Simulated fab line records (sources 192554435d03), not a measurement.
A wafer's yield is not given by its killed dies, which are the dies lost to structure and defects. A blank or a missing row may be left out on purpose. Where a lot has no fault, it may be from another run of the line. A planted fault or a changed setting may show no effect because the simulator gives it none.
Chamber matching + flow n5 finfet + N5_BEOL_M5_PECVD_70 on pecvd-03 has 3 sister chambers
The step deposits SiO2 from TEOS/O2, target thk 16 nm, time 18 s. 20 wafers are shown with their chamber, then 10 later ones without.

## WAFERS PAIRED WITH THEIR CHAMBERS
| wafer  | chamber | throttle valve pct (%) | showerhead plenum p Torr (Torr) | heater power outer w (W) |
|--------|---------|------------------------|---------------------------------|--------------------------|
| L075.1 | 2       | 21.1                   | 8.82                            | 413                      |
| L075.3 | 1       | 24.7                   | 8.77                            | 349                      |
| L075.6 | 1       | 24.6                   | 8.76                            | 352                      |
| L076.2 | 1       | 24.3                   | 8.76                            | 334                      |
| L076.3 | 0       | 25.4                   | 8.80                            | 463                      |
| L076.5 | 0       | 25.3                   | 8.81                            | 454                      |
| L077.2 | 0       | 25.1                   | 8.80                            | 479                      |
| L077.4 | 0       | 25.2                   | 8.82                            | 483                      |
| L077.6 | 2       | 21.0                   | 8.83                            | 377                      |
| L079.1 | 2       | 21.0                   | 8.83                            | 326                      |
| L079.2 | 1       | 24.9                   | 8.75                            | 387                      |
| L079.4 | 1       | 24.8                   | 8.76                            | 399                      |
| L080.1 | 0       | 25.2                   | 8.79                            | 442                      |
| L080.3 | 1       | 24.6                   | 8.77                            | 392                      |
| L080.4 | 2       | 20.9                   | 8.82                            | 385                      |
| L086.2 | 1       | 24.6                   | 8.78                            | 398                      |
| L086.4 | 2       | 21.3                   | 8.85                            | 383                      |
| L086.5 | 1       | 24.4                   | 8.77                            | 401                      |
| L093.2 | 0       | 25.4                   | 8.81                            | 490                      |
| L093.4 | 0       | 25.5                   | 8.79                            | 489                      |

SIGNATURES, as means of the wafers listed above
| reading                  | chamber 0 | chamber 1 | chamber 2 | scatter within a chamber |
|--------------------------|-----------|-----------|-----------|--------------------------|
| throttle valve pct       | 25.300    | 24.613    | 21.060    | 0.168                    |
| showerhead plenum p Torr | 8.8029    | 8.7650    | 8.8300    | 0.0107                   |
| heater power outer w     | 471.43    | 376.50    | 376.80    | 25.6                     |
Rule: for each reading, subtract the chamber's mean from the wafer's reading, divide by that reading's scatter and square the result; add these up over the readings and take the root, which gives the wafer's distance from the chamber. If the next closest chamber is less than 2 further off than the closest, the wafer can't be placed; otherwise it belongs to the closest. The scatter: take each reading less its chamber's mean, square it, sum over the shown wafers, divide by the number of wafers less the number of chambers, and take the root.

## WAFERS WHOSE CHAMBER IS MISSING
| wafer  | throttle valve pct (%) | showerhead plenum p Torr (Torr) | heater power outer w (W) |
|--------|------------------------|---------------------------------|--------------------------|
| L093.6 | 21.0                   | 8.84                            | 364                      |
| L095.1 | 21.3                   | 8.80                            | 310                      |
| L095.3 | 25.1                   | 8.82                            | 486                      |
| L095.4 | 24.7                   | 8.77                            | 383                      |
| L096.1 | 24.6                   | 8.76                            | 380                      |
| L096.3 | 21.4                   | 8.81                            | 396                      |
| L096.4 | 21.1                   | 8.82                            | 405                      |
| L097.1 | 21.1                   | 8.82                            | 378                      |
| L097.3 | 25.4                   | 8.81                            | 537                      |
| L097.6 | 24.5                   | 8.76                            | 419                      |

## EACH ONE'S CHAMBER
| wafer  | from the rows above | in truth |
|--------|---------------------|----------|
| L093.6 | 2                   | 2        |
| L095.1 | 2                   | 2        |
| L095.3 | 0                   | 0        |
| L095.4 | 1                   | 1        |
| L096.1 | 1                   | 1        |
| L096.3 | 2                   | 2        |
| L096.4 | 2                   | 2        |
| L097.1 | 2                   | 2        |
| L097.3 | 0                   | 0        |
| L097.6 | 1                   | 1        |
Correct placement for 10 of the 10. Not placeable from these rows: 0. 0 placed wrongly.
